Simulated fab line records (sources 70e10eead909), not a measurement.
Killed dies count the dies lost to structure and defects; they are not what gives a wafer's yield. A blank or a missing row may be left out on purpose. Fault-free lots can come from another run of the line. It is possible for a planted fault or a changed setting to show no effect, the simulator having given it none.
What tool caused it? / flow nandHarc / 24 lots, 72 wafers sampled, at 6 steps of a route of 1302

WHAT EACH GAUGE READ, for each wafer
NHARC_P_BONDPAD_THK_MEAS_33: measures by ellipsometry. Usual: thkNm 199.4 nm, standard deviation 1.6.
lot=L074; measured=day 6 10:09; on=filmMetro-02; thkNm (nm)=198.3 197.5 198.9; flag=
lot=L075; measured=day 6 22:59; on=filmMetro-02; thkNm (nm)=199.5 200.4 199.7; flag=
lot=L076; measured=day 7 07:08; on=filmMetro-01; thkNm (nm)=201.0 196.8 199.1; flag=
lot=L077; measured=day 7 16:58; on=filmMetro-01; thkNm (nm)=201.4 197.6 199.5; flag=
lot=L078; measured=day 8 05:58; on=filmMetro-01; thkNm (nm)=202.2 199.7 198.6; flag=
lot=L079; measured=day 8 15:38; on=filmMetro-02; thkNm (nm)=198.7 200.3 199.0; flag=
lot=L080; measured=day 9 06:18; on=filmMetro-01; thkNm (nm)=202.8 202.4 200.5; flag=
lot=L081; measured=day 9 13:23; on=filmMetro-01; thkNm (nm)=199.3 198.9 198.4; flag=
lot=L082; measured=day 10 04:00; on=filmMetro-01; thkNm (nm)=200.5 201.8 198.7; flag=
lot=L083; measured=day 10 16:28; on=filmMetro-02; thkNm (nm)=197.8 196.6 196.8; flag=
lot=L084; measured=day 11 00:29; on=filmMetro-01; thkNm (nm)=201.4 197.9 198.8; flag=
lot=L085; measured=day 11 09:01; on=filmMetro-02; thkNm (nm)=197.4 198.0 197.6; flag=
lot=L086; measured=day 11 15:35; on=filmMetro-02; thkNm (nm)=201.3 199.0 199.2; flag=
lot=L088; measured=day 12 20:00; on=filmMetro-02; thkNm (nm)=196.8 200.0 200.4; flag=
lot=L087; measured=day 12 20:04; on=filmMetro-01; thkNm (nm)=201.0 201.0 199.8; flag=
lot=L089; measured=day 12 21:38; on=filmMetro-01; thkNm (nm)=199.2 201.7 200.6; flag=
lot=L090; measured=day 13 06:17; on=filmMetro-01; thkNm (nm)=198.9 198.5 200.7; flag=
lot=L091; measured=day 13 15:02; on=filmMetro-01; thkNm (nm)=201.6 200.1 200.1; flag=
lot=L092; measured=day 14 06:25; on=filmMetro-01; thkNm (nm)=200.3 195.7 199.7; flag=
lot=L093; measured=day 14 18:11; on=filmMetro-01; thkNm (nm)=200.6 198.1 198.3; flag=
lot=L094; measured=day 15 03:49; on=filmMetro-02; thkNm (nm)=200.3 198.6 204.0; flag=
lot=L095; measured=day 15 06:59; on=filmMetro-02; thkNm (nm)=198.4 197.4 199.7; flag=
lot=L096; measured=day 15 23:11; on=filmMetro-01; thkNm (nm)=198.0 199.8 199.8; flag=
lot=L097; measured=day 16 07:50; on=filmMetro-02; thkNm (nm)=198.3 200.9 201.9; flag=

NHARC_A_CHANNEL_HOLE_D1_CD_MEAS_18. Usual: cdNm 99.2 nm, standard deviation 2.5.
lot=L074; measured=day 8 11:50; on=cdSem-02; cdNm (nm)=93.6 102.4 102.1; flag=
lot=L075; measured=day 8 21:25; on=cdSem-03; cdNm (nm)=97.8 101.0 93.8; flag=
lot=L076; measured=day 9 08:47; on=cdSem-03; cdNm (nm)=96.7 97.4 98.8; flag=
lot=L077; measured=day 9 19:54; on=cdSem-02; cdNm (nm)=98.4 100.2 100.2; flag=
lot=L078; measured=day 10 01:43; on=cdSem-02; cdNm (nm)=94.2 96.1 95.7; flag=
lot=L079; measured=day 10 13:22; on=cdSem-03; cdNm (nm)=98.3 101.9 98.4; flag=
lot=L080; measured=day 11 06:05; on=cdSem-02; cdNm (nm)=97.2 96.4 102.5; flag=
lot=L081; measured=day 11 08:44; on=cdSem-02; cdNm (nm)=97.7 98.0 99.1; flag=
lot=L082; measured=day 12 03:52; on=cdSem-03; cdNm (nm)=99.0 103.0 98.8; flag=
lot=L083; measured=day 12 13:59; on=cdSem-03; cdNm (nm)=100.2 99.6 97.5; flag=
lot=L084; measured=day 12 23:49; on=cdSem-03; cdNm (nm)=101.6 97.5 101.0; flag=
lot=L085; measured=day 13 06:33; on=cdSem-02; cdNm (nm)=99.7 98.1 100.6; flag=
lot=L086; measured=day 13 18:30; on=cdSem-02; cdNm (nm)=99.4 101.8 98.6; flag=
lot=L088; measured=day 14 18:23; on=cdSem-03; cdNm (nm)=96.7 95.6 98.5; flag=
lot=L087; measured=day 14 18:14; on=cdSem-02; cdNm (nm)=99.5 99.3 97.3; flag=
lot=L089; measured=day 14 20:00; on=cdSem-02; cdNm (nm)=98.1 96.2 103.7; flag=
lot=L090; measured=day 15 05:14; on=cdSem-03; cdNm (nm)=98.0 101.7 99.0; flag=
lot=L091; measured=day 15 23:01; on=cdSem-02; cdNm (nm)=96.0 100.4 94.3; flag=
lot=L092; measured=day 16 12:20; on=cdSem-01; cdNm (nm)=95.5 97.5 95.8; flag=
lot=L093; measured=day 16 12:04; on=cdSem-03; cdNm (nm)=102.8 100.3 104.3; flag=
lot=L094; measured=day 17 01:25; on=cdSem-03; cdNm (nm)=98.8 99.0 99.4; flag=
lot=L095; measured=day 17 03:26; on=cdSem-02; cdNm (nm)=100.9 99.7 104.9; flag=
lot=L096; measured=day 17 22:55; on=cdSem-02; cdNm (nm)=97.7 100.9 104.5; flag=
lot=L097; measured=day 18 10:56; on=cdSem-03; cdNm (nm)=104.4 99.7 102.6; flag=

NHARC_A_CHANNEL_HOLE_D1_INSPECT_40. Usual: rawDefectCount 72, standard deviation 26.
lot=L074; measured=day 8 17:38; on=defectInspect-01; rawDefectCount=43 29 30; flag=
lot=L075; measured=day 9 03:13; on=defectInspect-02; rawDefectCount=102 78 76; flag=
lot=L076; measured=day 9 14:34; on=defectInspect-01; rawDefectCount=48 48 42; flag=
lot=L077; measured=day 10 01:42; on=defectInspect-01; rawDefectCount=93 85 98; flag=
lot=L078; measured=day 10 07:56; on=defectInspect-01; rawDefectCount=79 115 98; flag=
lot=L079; measured=day 10 19:10; on=defectInspect-02; rawDefectCount=91 102 135; flag=
lot=L080; measured=day 11 12:00; on=defectInspect-01; rawDefectCount=94 113 83; flag=
lot=L081; measured=day 11 14:31; on=defectInspect-01; rawDefectCount=50 59 34; flag=
lot=L082; measured=day 12 10:23; on=defectInspect-02; rawDefectCount=38 40 43; flag=
lot=L083; measured=day 13 02:17; on=defectInspect-02; rawDefectCount=98 89 78; flag=
lot=L084; measured=day 13 05:38; on=defectInspect-02; rawDefectCount=53 78 65; flag=
lot=L085; measured=day 13 19:10; on=defectInspect-02; rawDefectCount=106 90 99; flag=
lot=L086; measured=day 14 04:25; on=defectInspect-01; rawDefectCount=82 79 97; flag=
lot=L088; measured=day 15 00:55; on=defectInspect-02; rawDefectCount=107 93 79; flag=
lot=L087; measured=day 15 00:05; on=defectInspect-01; rawDefectCount=61 80 56; flag=
lot=L089; measured=day 15 04:10; on=defectInspect-02; rawDefectCount=57 39 50; flag=
lot=L090; measured=day 15 11:02; on=defectInspect-02; rawDefectCount=86 114 86; flag=
lot=L091; measured=day 16 05:17; on=defectInspect-02; rawDefectCount=64 52 50; flag=
lot=L092; measured=day 16 18:16; on=defectInspect-02; rawDefectCount=52 54 44; flag=
lot=L093; measured=day 16 17:51; on=defectInspect-02; rawDefectCount=103 81 84; flag=
lot=L094; measured=day 17 07:13; on=defectInspect-01; rawDefectCount=53 47 79; flag=
lot=L095; measured=day 17 12:01; on=defectInspect-02; rawDefectCount=62 59 72; flag=
lot=L096; measured=day 18 04:41; on=defectInspect-02; rawDefectCount=26 41 49; flag=
lot=L097; measured=day 18 16:56; on=defectInspect-02; rawDefectCount=63 60 57; flag=

WHICH TOOL RAN EACH LOT (tool, then ch and the chambers of the sampled wafers, then the start)
lot=L074; NHARC_P_BONDPAD_DEP_00=pecvd-04 ch 0,2, day 6 09:29; NHARC_P_BONDPAD_CMP_32=cmp-03 ch 0,1,2, day 6 09:53; NHARC_A_CHANNEL_HOLE_D1_ETCH_44=rieDiel-02 ch 0,2, day 8 16:39
lot=L075; NHARC_P_BONDPAD_DEP_00=pecvd-04 ch 0,1, day 6 22:48 or earlier; NHARC_P_BONDPAD_CMP_32=cmp-04 ch 0,1,2, day 6 22:48; NHARC_A_CHANNEL_HOLE_D1_ETCH_44=rieDiel-02 ch 2,3, day 9 02:14
lot=L076; NHARC_P_BONDPAD_DEP_00=pecvd-04 ch 0,1,2, day 7 06:31; NHARC_P_BONDPAD_CMP_32=cmp-03 ch 0,1,3, day 7 06:54; NHARC_A_CHANNEL_HOLE_D1_ETCH_44=rieDiel-12 ch 0,1,2, day 9 13:36
lot=L077; NHARC_P_BONDPAD_DEP_00=pecvd-04 ch 0,2, day 7 16:18; NHARC_P_BONDPAD_CMP_32=cmp-01 ch 0,2,3, day 7 16:43; NHARC_A_CHANNEL_HOLE_D1_ETCH_44=rieDiel-13 ch 0,1,2, day 10 00:42
lot=L078; NHARC_P_BONDPAD_DEP_00=pecvd-03 ch 1,2, day 8 05:19; NHARC_P_BONDPAD_CMP_32=cmp-03 ch 0,1,3, day 8 05:46; NHARC_A_CHANNEL_HOLE_D1_ETCH_44=rieDiel-13 ch 0,1,2, day 10 06:55
lot=L079; NHARC_P_BONDPAD_DEP_00=pecvd-03 ch 0,1, day 8 14:59; NHARC_P_BONDPAD_CMP_32=cmp-01 ch 0,2,3, day 8 15:23; NHARC_A_CHANNEL_HOLE_D1_ETCH_44=rieDiel-02 ch 0,2,3, day 10 18:12
lot=L080; NHARC_P_BONDPAD_DEP_00=pecvd-01 ch 0,1,2, day 9 05:47; NHARC_P_BONDPAD_CMP_32=cmp-04 ch 2,3, day 9 06:03; NHARC_A_CHANNEL_HOLE_D1_ETCH_44=rieDiel-13 ch 0,1,2, day 11 10:55
lot=L081; NHARC_P_BONDPAD_DEP_00=pecvd-04 ch 1,2, day 9 12:43; NHARC_P_BONDPAD_CMP_32=cmp-03 ch 0,3, day 9 13:08; NHARC_A_CHANNEL_HOLE_D1_ETCH_44=rieDiel-02 ch 0,1,3, day 11 13:32
lot=L082; NHARC_P_BONDPAD_DEP_00=pecvd-03 ch 1,2, day 10 03:26; NHARC_P_BONDPAD_CMP_32=cmp-04 ch 0,2,3, day 10 03:47; NHARC_A_CHANNEL_HOLE_D1_ETCH_44=rieDiel-02 ch 0,2, day 12 09:23
lot=L083; NHARC_P_BONDPAD_DEP_00=pecvd-04 ch 2, day 10 15:44; NHARC_P_BONDPAD_CMP_32=cmp-03 ch 0,1,3, day 10 16:14; NHARC_A_CHANNEL_HOLE_D1_ETCH_44=rieDiel-02 ch 1,2,3, day 13 01:18
lot=L084; NHARC_P_BONDPAD_DEP_00=pecvd-03 ch 0,1, day 10 23:53; NHARC_P_BONDPAD_CMP_32=cmp-04 ch 1,2,3, day 11 00:14; NHARC_A_CHANNEL_HOLE_D1_ETCH_44=rieDiel-02 ch 1,2, day 13 04:38
lot=L085; NHARC_P_BONDPAD_DEP_00=pecvd-01 ch 0,1,2, day 11 08:49 or earlier; NHARC_P_BONDPAD_CMP_32=cmp-03 ch 1,2,3, day 11 08:49; NHARC_A_CHANNEL_HOLE_D1_ETCH_44=rieDiel-12 ch 0,1,3, day 13 18:11
lot=L086; NHARC_P_BONDPAD_DEP_00=pecvd-04 ch 0,1,2, day 11 14:56; NHARC_P_BONDPAD_CMP_32=cmp-04 ch 0,2,3, day 11 15:22; NHARC_A_CHANNEL_HOLE_D1_ETCH_44=rieDiel-02 ch 0,2,3, day 14 03:26
lot=L088; NHARC_P_BONDPAD_DEP_00=pecvd-04 ch 0,1,2, day 12 19:21; NHARC_P_BONDPAD_CMP_32=cmp-04 ch 0,1,2, day 12 19:46; NHARC_A_CHANNEL_HOLE_D1_ETCH_44=rieDiel-02 ch 0,1,2, day 14 23:55
lot=L087; NHARC_P_BONDPAD_DEP_00=pecvd-01 ch 0,1,2, day 12 19:27; NHARC_P_BONDPAD_CMP_32=cmp-03 ch 1,3, day 12 19:50; NHARC_A_CHANNEL_HOLE_D1_ETCH_44=rieDiel-13 ch 0,2,3, day 14 23:05
lot=L089; NHARC_P_BONDPAD_DEP_00=pecvd-01 ch 0,1,2, day 12 21:06; NHARC_P_BONDPAD_CMP_32=cmp-03 ch 0,1,2, day 12 21:25; NHARC_A_CHANNEL_HOLE_D1_ETCH_44=rieDiel-02 ch 0,1,3, day 15 03:12
lot=L090; NHARC_P_BONDPAD_DEP_00=pecvd-04 ch 0,1,2, day 13 05:38; NHARC_P_BONDPAD_CMP_32=cmp-03 ch 1,2, day 13 06:02; NHARC_A_CHANNEL_HOLE_D1_ETCH_44=rieDiel-02 ch 0,1,2, day 15 10:03
lot=L091; NHARC_P_BONDPAD_DEP_00=pecvd-03 ch 0,1, day 13 14:29; NHARC_P_BONDPAD_CMP_32=cmp-01 ch 0,1,2, day 13 14:50; NHARC_A_CHANNEL_HOLE_D1_ETCH_44=rieDiel-02 ch 1,2, day 16 04:18
lot=L092; NHARC_P_BONDPAD_DEP_00=pecvd-03 ch 0,1,2, day 14 05:49; NHARC_P_BONDPAD_CMP_32=cmp-04 ch 0,1, day 14 06:10; NHARC_A_CHANNEL_HOLE_D1_ETCH_44=rieDiel-12 ch 0,1, day 16 17:14
lot=L093; NHARC_P_BONDPAD_DEP_00=pecvd-01 ch 0,1,2, day 14 17:34; NHARC_P_BONDPAD_CMP_32=cmp-03 ch 0,1,3, day 14 17:59; NHARC_A_CHANNEL_HOLE_D1_ETCH_44=rieDiel-02 ch 2,3, day 16 16:52
lot=L094; NHARC_P_BONDPAD_DEP_00=pecvd-01 ch 0,1,2, day 15 03:36 or earlier; NHARC_P_BONDPAD_CMP_32=cmp-04 ch 1,2, day 15 03:36; NHARC_A_CHANNEL_HOLE_D1_ETCH_44=rieDiel-12 ch 1,2,3, day 17 06:16
lot=L095; NHARC_P_BONDPAD_DEP_00=pecvd-01 ch 0,1, day 15 06:23; NHARC_P_BONDPAD_CMP_32=cmp-03 ch 0,1,2, day 15 06:44; NHARC_A_CHANNEL_HOLE_D1_ETCH_44=rieDiel-13 ch 1,3, day 17 10:41
lot=L096; NHARC_P_BONDPAD_DEP_00=pecvd-04 ch 0,1,2, day 15 22:40; NHARC_P_BONDPAD_CMP_32=cmp-04 ch 2,3, day 15 22:58; NHARC_A_CHANNEL_HOLE_D1_ETCH_44=rieDiel-13 ch 2,3, day 18 03:43
lot=L097; NHARC_P_BONDPAD_DEP_00=pecvd-01 ch 1,2, day 16 07:35 or earlier; NHARC_P_BONDPAD_CMP_32=cmp-03 ch 0,1, day 16 07:35; NHARC_A_CHANNEL_HOLE_D1_ETCH_44=rieDiel-12 ch 1,3, day 18 15:57
- NHARC_P_BONDPAD_DEP_00: deposits SiCN, target thk 250 nm.
- NHARC_P_BONDPAD_CMP_32: polishes SiCN, target thk 200 nm.
- NHARC_A_CHANNEL_HOLE_D1_ETCH_44: etches the open film in CF4/O2, target depth 140 nm, overetch 14 nm, time 77 s.

AS READ BY THE TOOLS THEMSELVES (means over the sampled wafers that have a number; for cases with no such wafer, the mark the record gives instead)
NHARC_P_BONDPAD_DEP_00. Usual: heaterPowerW 616 W, standard deviation 110.
lot=L074; tool=pecvd-04; heaterPowerW (W)=540; flag=
lot=L075; tool=pecvd-04; heaterPowerW (W)=647; flag=
lot=L076; tool=pecvd-04; heaterPowerW (W)=576; flag=
lot=L077; tool=pecvd-04; heaterPowerW (W)=567; flag=
lot=L078; tool=pecvd-03; heaterPowerW (W)=761; flag=
lot=L079; tool=pecvd-03; heaterPowerW (W)=677; flag=
lot=L080; tool=pecvd-01; heaterPowerW (W)=675; flag=
lot=L081; tool=pecvd-04; heaterPowerW (W)=501; flag=
lot=L082; tool=pecvd-03; heaterPowerW (W)=741; flag=
lot=L083; tool=pecvd-04; heaterPowerW (W)=443; flag=
lot=L084; tool=pecvd-03; heaterPowerW (W)=606; flag=
lot=L085; tool=pecvd-01; heaterPowerW (W)=655; flag=
lot=L086; tool=pecvd-04; heaterPowerW (W)=570; flag=
lot=L088; tool=pecvd-04; heaterPowerW (W)=580; flag=
lot=L087; tool=pecvd-01; heaterPowerW (W)=692; flag=
lot=L089; tool=pecvd-01; heaterPowerW (W)=620; flag=
lot=L090; tool=pecvd-04; heaterPowerW (W)=561; flag=
lot=L091; tool=pecvd-03; heaterPowerW (W)=642; flag=
lot=L092; tool=pecvd-03; heaterPowerW (W)=667; flag=
lot=L093; tool=pecvd-01; heaterPowerW (W)=595; flag=
lot=L094; tool=pecvd-01; heaterPowerW (W)=642; flag=
lot=L095; tool=pecvd-01; heaterPowerW (W)=516; flag=
lot=L096; tool=pecvd-04; heaterPowerW (W)=606; flag=
lot=L097; tool=pecvd-01; heaterPowerW (W)=648; flag=

NHARC_P_BONDPAD_CMP_32. Usual: motorCurrentA 12.5 A, standard deviation 1.8; slurryFlowMlMin 150.0, standard deviation 0.41.
lot=L074; tool=cmp-03; motorCurrentA (A)=13.5; slurryFlowMlMin=149.9; flag=
lot=L075; tool=cmp-04; motorCurrentA (A)=13.0; slurryFlowMlMin=150.0; flag=
lot=L076; tool=cmp-03; motorCurrentA (A)=13.5; slurryFlowMlMin=149.9; flag=
lot=L077; tool=cmp-01; motorCurrentA (A)=10.4; slurryFlowMlMin=150.3; flag=
lot=L078; tool=cmp-03; motorCurrentA (A)=12.9; slurryFlowMlMin=149.8; flag=
lot=L079; tool=cmp-01; motorCurrentA (A)=10.5; slurryFlowMlMin=149.7; flag=
lot=L080; tool=cmp-04; motorCurrentA (A)=11.6; slurryFlowMlMin=149.7; flag=
lot=L081; tool=cmp-03; motorCurrentA (A)=12.2; slurryFlowMlMin=149.6; flag=
lot=L082; tool=cmp-04; motorCurrentA (A)=12.4; slurryFlowMlMin=150.0; flag=
lot=L083; tool=cmp-03; motorCurrentA (A)=13.2; slurryFlowMlMin=149.9; flag=
lot=L084; tool=cmp-04; motorCurrentA (A)=12.0; slurryFlowMlMin=149.7; flag=
lot=L085; tool=cmp-03; motorCurrentA (A)=12.4; slurryFlowMlMin=150.2; flag=
lot=L086; tool=cmp-04; motorCurrentA (A)=12.5; slurryFlowMlMin=149.9; flag=
lot=L088; tool=cmp-04; motorCurrentA (A)=12.8; slurryFlowMlMin=150.2; flag=
lot=L087; tool=cmp-03; motorCurrentA (A)=12.6; slurryFlowMlMin=150.3; flag=
lot=L089; tool=cmp-03; motorCurrentA (A)=13.9; slurryFlowMlMin=149.7; flag=
lot=L090; tool=cmp-03; motorCurrentA (A)=12.8; slurryFlowMlMin=149.8; flag=
lot=L091; tool=cmp-01; motorCurrentA (A)=11.2; slurryFlowMlMin=150.2; flag=
lot=L092; tool=cmp-04; motorCurrentA (A)=13.7; slurryFlowMlMin=150.7; flag=
lot=L093; tool=cmp-03; motorCurrentA (A)=13.3; slurryFlowMlMin=149.7; flag=
lot=L094; tool=cmp-04; motorCurrentA (A)=12.4; slurryFlowMlMin=150.1; flag=
lot=L095; tool=cmp-03; motorCurrentA (A)=13.8; slurryFlowMlMin=149.9; flag=
lot=L096; tool=cmp-04; motorCurrentA (A)=11.4; slurryFlowMlMin=149.8; flag=
lot=L097; tool=cmp-03; motorCurrentA (A)=14.9; slurryFlowMlMin=150.4; flag=

NHARC_A_CHANNEL_HOLE_D1_ETCH_44. Usual: drypumpMotorCurrentA 5.6 A (standard deviation 0.44); oes_ar_750_au 1.000 a.u. (standard deviation 0.0045); oes_f_703_au 1.000 a.u. (standard deviation 0.0043); oesProductAu 1.004 a.u. (standard deviation 0.017); rfVppV 197.4 V (standard deviation 1.4); showerheadPlenumPTorr 1.32 Torr (standard deviation 0.054); throttleValvePct 13.396 % (standard deviation 0.0094).
lot=L074; tool=rieDiel-02; drypumpMotorCurrentA (A)=5.4; oes_ar_750_au (a.u.)=1.000; oes_f_703_au (a.u.)=1.000; oesProductAu (a.u.)=1.016; rfVppV (V)=195.6; showerheadPlenumPTorr (Torr)=1.26; throttleValvePct (%)=13.385; flag=
lot=L075; tool=rieDiel-02; drypumpMotorCurrentA (A)=5.6; oes_ar_750_au (a.u.)=1.003; oes_f_703_au (a.u.)=1.001; oesProductAu (a.u.)=0.992; rfVppV (V)=197.5; showerheadPlenumPTorr (Torr)=1.33; throttleValvePct (%)=13.388; flag=
lot=L076; tool=rieDiel-12; drypumpMotorCurrentA (A)=5.6; oes_ar_750_au (a.u.)=0.994; oes_f_703_au (a.u.)=1.001; oesProductAu (a.u.)=1.006; rfVppV (V)=196.5; showerheadPlenumPTorr (Torr)=1.30; throttleValvePct (%)=13.407; flag=
lot=L077; tool=rieDiel-13; drypumpMotorCurrentA (A)=5.5; oes_ar_750_au (a.u.)=1.000; oes_f_703_au (a.u.)=1.002; oesProductAu (a.u.)=0.998; rfVppV (V)=197.8; showerheadPlenumPTorr (Torr)=1.31; throttleValvePct (%)=13.396; flag=
lot=L078; tool=rieDiel-13; drypumpMotorCurrentA (A)=5.5; oes_ar_750_au (a.u.)=0.996; oes_f_703_au (a.u.)=0.994; oesProductAu (a.u.)=1.000; rfVppV (V)=197.2; showerheadPlenumPTorr (Torr)=1.31; throttleValvePct (%)=13.390; flag=
lot=L079; tool=rieDiel-02; drypumpMotorCurrentA (A)=5.5; oes_ar_750_au (a.u.)=0.999; oes_f_703_au (a.u.)=1.000; oesProductAu (a.u.)=0.991; rfVppV (V)=197.3; showerheadPlenumPTorr (Torr)=1.30; throttleValvePct (%)=13.403; flag=
lot=L080; tool=rieDiel-13; drypumpMotorCurrentA (A)=5.5; oes_ar_750_au (a.u.)=0.999; oes_f_703_au (a.u.)=1.000; oesProductAu (a.u.)=1.009; rfVppV (V)=196.5; showerheadPlenumPTorr (Torr)=1.31; throttleValvePct (%)=13.397; flag=
lot=L081; tool=rieDiel-02; drypumpMotorCurrentA (A)=5.3; oes_ar_750_au (a.u.)=0.999; oes_f_703_au (a.u.)=1.003; oesProductAu (a.u.)=1.007; rfVppV (V)=198.9; showerheadPlenumPTorr (Torr)=1.33; throttleValvePct (%)=13.404; flag=
lot=L082; tool=rieDiel-02; drypumpMotorCurrentA (A)=5.4; oes_ar_750_au (a.u.)=1.003; oes_f_703_au (a.u.)=1.000; oesProductAu (a.u.)=0.998; rfVppV (V)=196.5; showerheadPlenumPTorr (Torr)=1.26; throttleValvePct (%)=13.395; flag=
lot=L083; tool=rieDiel-02; drypumpMotorCurrentA (A)=5.6; oes_ar_750_au (a.u.)=1.003; oes_f_703_au (a.u.)=1.002; oesProductAu (a.u.)=1.001; rfVppV (V)=198.1; showerheadPlenumPTorr (Torr)=1.34; throttleValvePct (%)=13.409; flag=
lot=L084; tool=rieDiel-02; drypumpMotorCurrentA (A)=5.8; oes_ar_750_au (a.u.)=0.998; oes_f_703_au (a.u.)=0.998; oesProductAu (a.u.)=0.994; rfVppV (V)=197.5; showerheadPlenumPTorr (Torr)=1.32; throttleValvePct (%)=13.406; flag=
lot=L085; tool=rieDiel-12; drypumpMotorCurrentA (A)=5.9; oes_ar_750_au (a.u.)=1.001; oes_f_703_au (a.u.)=0.999; oesProductAu (a.u.)=1.007; rfVppV (V)=197.4; showerheadPlenumPTorr (Torr)=1.30; throttleValvePct (%)=13.399; flag=
lot=L086; tool=rieDiel-02; drypumpMotorCurrentA (A)=5.5; oes_ar_750_au (a.u.)=1.003; oes_f_703_au (a.u.)=0.998; oesProductAu (a.u.)=0.999; rfVppV (V)=196.2; showerheadPlenumPTorr (Torr)=1.30; throttleValvePct (%)=13.402; flag=
lot=L088; tool=rieDiel-02; drypumpMotorCurrentA (A)=5.5; oes_ar_750_au (a.u.)=1.001; oes_f_703_au (a.u.)=0.998; oesProductAu (a.u.)=1.014; rfVppV (V)=196.8; showerheadPlenumPTorr (Torr)=1.31; throttleValvePct (%)=13.394; flag=
lot=L087; tool=rieDiel-13; drypumpMotorCurrentA (A)=5.4; oes_ar_750_au (a.u.)=1.000; oes_f_703_au (a.u.)=1.001; oesProductAu (a.u.)=1.018; rfVppV (V)=196.9; showerheadPlenumPTorr (Torr)=1.32; throttleValvePct (%)=13.391; flag=
lot=L089; tool=rieDiel-02; drypumpMotorCurrentA (A)=5.3; oes_ar_750_au (a.u.)=0.998; oes_f_703_au (a.u.)=0.998; oesProductAu (a.u.)=1.025; rfVppV (V)=197.4; showerheadPlenumPTorr (Torr)=1.33; throttleValvePct (%)=13.396; flag=
lot=L090; tool=rieDiel-02; drypumpMotorCurrentA (A)=5.5; oes_ar_750_au (a.u.)=1.003; oes_f_703_au (a.u.)=1.004; oesProductAu (a.u.)=1.017; rfVppV (V)=197.2; showerheadPlenumPTorr (Torr)=1.31; throttleValvePct (%)=13.385; flag=
lot=L091; tool=rieDiel-02; drypumpMotorCurrentA (A)=5.8; oes_ar_750_au (a.u.)=1.000; oes_f_703_au (a.u.)=1.000; oesProductAu (a.u.)=0.990; rfVppV (V)=196.5; showerheadPlenumPTorr (Torr)=1.32; throttleValvePct (%)=13.393; flag=
lot=L092; tool=rieDiel-12; drypumpMotorCurrentA (A)=5.9; oes_ar_750_au (a.u.)=0.993; oes_f_703_au (a.u.)=0.998; oesProductAu (a.u.)=0.995; rfVppV (V)=196.6; showerheadPlenumPTorr (Torr)=1.27; throttleValvePct (%)=13.397; flag=
lot=L093; tool=rieDiel-02; drypumpMotorCurrentA (A)=5.6; oes_ar_750_au (a.u.)=0.999; oes_f_703_au (a.u.)=0.997; oesProductAu (a.u.)=0.992; rfVppV (V)=197.5; showerheadPlenumPTorr (Torr)=1.33; throttleValvePct (%)=13.400; flag=
lot=L094; tool=rieDiel-12; drypumpMotorCurrentA (A)=5.5; oes_ar_750_au (a.u.)=0.997; oes_f_703_au (a.u.)=1.000; oesProductAu (a.u.)=0.991; rfVppV (V)=197.6; showerheadPlenumPTorr (Torr)=1.31; throttleValvePct (%)=13.390; flag=
lot=L095; tool=rieDiel-13; drypumpMotorCurrentA (A)=6.0; oes_ar_750_au (a.u.)=0.999; oes_f_703_au (a.u.)=1.002; oesProductAu (a.u.)=1.030; rfVppV (V)=196.5; showerheadPlenumPTorr (Torr)=1.30; throttleValvePct (%)=13.393; flag=
lot=L096; tool=rieDiel-13; drypumpMotorCurrentA (A)=5.7; oes_ar_750_au (a.u.)=1.001; oes_f_703_au (a.u.)=1.000; oesProductAu (a.u.)=1.022; rfVppV (V)=195.6; showerheadPlenumPTorr (Torr)=1.26; throttleValvePct (%)=13.402; flag=
lot=L097; tool=rieDiel-12; drypumpMotorCurrentA (A)=5.9; oes_ar_750_au (a.u.)=1.001; oes_f_703_au (a.u.)=0.999; oesProductAu (a.u.)=1.005; rfVppV (V)=198.5; showerheadPlenumPTorr (Torr)=1.31; throttleValvePct (%)=13.397; flag=

THE ANSWER, worked out from the rows above alone
Rule: lot off if the mean of its wafers having a number is beyond 3 standard deviations from the usual mean. A lot without any number at a reading at which 4 lots or more have one is off too. Any other lot the step has rows for is counted as sound. The gauges are gone through in route order, then the tools' own readings, and for those a lot's mean is taken as printed above. The first step at which some lot is off is used, and at that step the reading that is off furthest; a lot without a number counts as furthest.
Nothing can be told from this: no lot is off at any reading shown.

WHAT THE SIMULATOR PUT IN
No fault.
